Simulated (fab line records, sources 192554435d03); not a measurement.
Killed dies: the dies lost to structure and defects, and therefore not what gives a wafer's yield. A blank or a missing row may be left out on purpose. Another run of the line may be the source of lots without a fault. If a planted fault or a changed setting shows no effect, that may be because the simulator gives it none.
Chamber matching	flow n5-finfet	N5_BEOL_M0_SAQP_ETCH_88 on rie-diel-05: 4 sister chambers
The step etches underlayer in N2/H2, target depth 6.5 nm, time 5.2 s. 18 wafers are shown with their chamber, then 9 later ones without.

## WAFERS PAIRED WITH THEIR CHAMBERS
wafer	chamber	showerhead-plenum-p-Torr (Torr)	throttle-valve-pct (%)	drypump-motor-current-A (A)
L074.1	2	2.71	17.98	5.81
L074.4	0	2.52	18.21	5.82
L074.6	1	2.51	17.98	5.67
L075.1	3	2.44	17.86	5.98
L075.2	1	2.51	17.96	5.68
L075.4	0	2.52	18.25	5.83
L076.1	2	2.71	17.98	5.82
L076.3	1	2.51	18.00	5.67
L076.5	2	2.71	17.99	5.83
L077.2	3	2.44	17.86	6.00
L077.3	0	2.52	18.23	5.83
L077.4	1	2.51	17.97	5.68
L079.1	0	2.51	18.24	5.82
L079.2	3	2.44	17.86	6.01
L079.4	1	2.51	17.96	5.68
L080.2	0	2.51	18.25	5.82
L080.4	1	2.51	17.98	5.69
L080.5	0	2.51	18.24	5.82

SIGNATURES (averages over the wafers above)
reading	chamber 0	chamber 1	chamber 2	chamber 3	scatter within a chamber
showerhead-plenum-p-Torr	2.5150	2.5100	2.7100	2.4400	0.00327
throttle-valve-pct	18.2367	17.9750	17.9833	17.8600	0.013
drypump-motor-current-A	5.8233	5.6783	5.8200	5.9967	0.0088
Rule: a wafer's distance from a chamber is the root of the sum, over the readings, of the square of ((its reading less the chamber's mean) divided by the reading's scatter). The wafer belongs to the nearest chamber; if the next one is less than 2 further off, it can't be placed. The scatter: the root of (the sum of the squares of (reading less its chamber's mean) over the shown wafers, divided by (wafers less chambers)).

## WAFERS WITHOUT THEIR CHAMBER
wafer	showerhead-plenum-p-Torr (Torr)	throttle-valve-pct (%)	drypump-motor-current-A (A)
L084.1	2.70	18.01	5.81
L084.2	2.51	18.01	5.68
L084.3	2.51	18.28	5.83
L093.1	2.50	18.30	5.80
L093.3	2.43	17.92	6.00
L093.4	2.50	18.30	5.81
L094.2	2.50	17.58	5.70
L094.3	2.50	18.32	5.83
L094.6	2.50	18.30	5.82

## EACH ONE'S CHAMBER
wafer	from the rows above	in truth
L084.1	2	2
L084.2	1	1
L084.3	0	0
L093.1	0	0
L093.3	3	3
L093.4	0	0
L094.2	1	1
L094.3	0	0
L094.6	0	0
Correct placement for 9 of the 9. Number that these rows cannot place: 0. Placed wrongly: 0.
